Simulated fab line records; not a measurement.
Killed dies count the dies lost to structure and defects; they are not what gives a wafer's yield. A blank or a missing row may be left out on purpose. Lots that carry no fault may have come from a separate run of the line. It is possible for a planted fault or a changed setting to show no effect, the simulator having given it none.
Lot-split experiment    flow n5Finfet    21 wafers read across 7 lots, on a route 1938 steps long

## ABOUT THE SPLIT
At N5_BEOL_M2_EXPOSE_25 (exposes mask V1, defocus 5 nm), the setting doseMj was moved away from the recipe's 63 on 7 of the 21 wafers read, by -6.9% to +4.0%. For the rest of the wafers, this setting stayed at what the recipe calls for.

## FROM THE SPLIT TO THE READING: what the file shows between them, 2 steps
- N5_BEOL_M2_PEB_26: peb time 60 s
- N5_BEOL_M2_DEVELOP_27: develop time 30 s

## THE READING
cdNm, in nm, at N5_BEOL_M2_CD_MEAS_28 (target cd 26.2 nm, target cd y 24.1 nm). A value of 26.16 nm with a standard deviation of 0.25 nm is what fault-free wafers of this fab line usually give.

wafer   tool, chamber at the split  doseMj as run  against the recipe  cdNm, nm  against lot-mates on the recipe
L078.3  euvScanner-02, 0            63             recipe              26.30     -
L078.5  euvScanner-02, 0            63             recipe              26.34     -
L078.6  euvScanner-02, 0            63             recipe              26.34     -
L079.1  euvScanner-01, 0            63             recipe              25.77     -
L079.2  euvScanner-01, 0            60.43          -4.1%               25.02     -1.00
L079.3  euvScanner-01, 0            63             recipe              26.27     -
L084.2  euvScanner-01, 0            65.54          +4.0%               26.88     +0.34
L084.3  euvScanner-01, 0            63             recipe              26.44     -
L084.4  euvScanner-01, 0            63             recipe              26.63     -
L086.1  euvScanner-01, 0            64.91          +3.0%               26.94     +0.70
L086.5  euvScanner-01, 0            64.91          +3.0%               26.76     +0.52
L086.6  euvScanner-01, 0            63             recipe              26.24     -
L089.2  euvScanner-01, 0            58.68          -6.9%               24.57     -1.29
L089.5  euvScanner-01, 0            58.68          -6.9%               24.33     -1.53
L089.6  euvScanner-01, 0            63             recipe              25.86     -
L092.2  euvScanner-01, 0            63             recipe              26.21     -
L092.3  euvScanner-01, 0            63             recipe              25.97     -
L092.6  euvScanner-01, 0            63             recipe              26.44     -
L094.2  euvScanner-01, 0            63             recipe              26.55     -
L094.5  euvScanner-01, 0            63             recipe              26.45     -
L094.6  euvScanner-01, 0            59.5           -5.6%               24.79     -1.71

FIT RESULTS
A straight line over all 21 wafers: cdNm changes by +0.247 nm for each +1% of doseMj; r = +0.95; the points scatter about the line by 0.24 nm.
The same after taking each lot's own level away (the mean of its wafers on the recipe; 21 wafers): +0.212 nm for each +1%; r = +0.95; scatter 0.21 nm.
According to that fit, moving doseMj by its largest amount changes the reading by 1.5 nm.
Across the lots, their own levels run from 25.860 to 26.535 nm, a range of 2.7 times the standard deviation given above.
Hence the slope depends on the lot-to-lot level, as the two fits are not the same.
Check: for one of the wafers moved furthest among these (-6.9%), held out of the fit, the line's prediction against its lot-mates is -1.59 nm. It came out at -1.29 nm against them.

## ADDITIONAL SPLITS CARRIED BY THESE WAFERS
Note: prior to the reading, these wafers also went through further splits. Each is held against what the fit with the lots' levels taken away leaves over:
other split on the same wafers      wafers away from the commonest value  r with cdNm (lot level and that fit taken away)
N5_MOL_CONTACT_COAG_ETCH_124 biasW  7                                     -0.46
N5_BEOL_M0_SAQP_ETCH_84 timeS       8                                     +0.46
N5_BEOL_M1_ETCH_77 sourceW          7                                     +0.08
N5_BEOL_M1_TRENCH_ETCH_37 timeS     8                                     +0.43
N5_BEOL_M2_COAT_68 spinRpm          4                                     -0.12

## THE FILE'S OWN FIT
cdNm changes by +0.221 nm for each +1% of doseMj, r = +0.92.
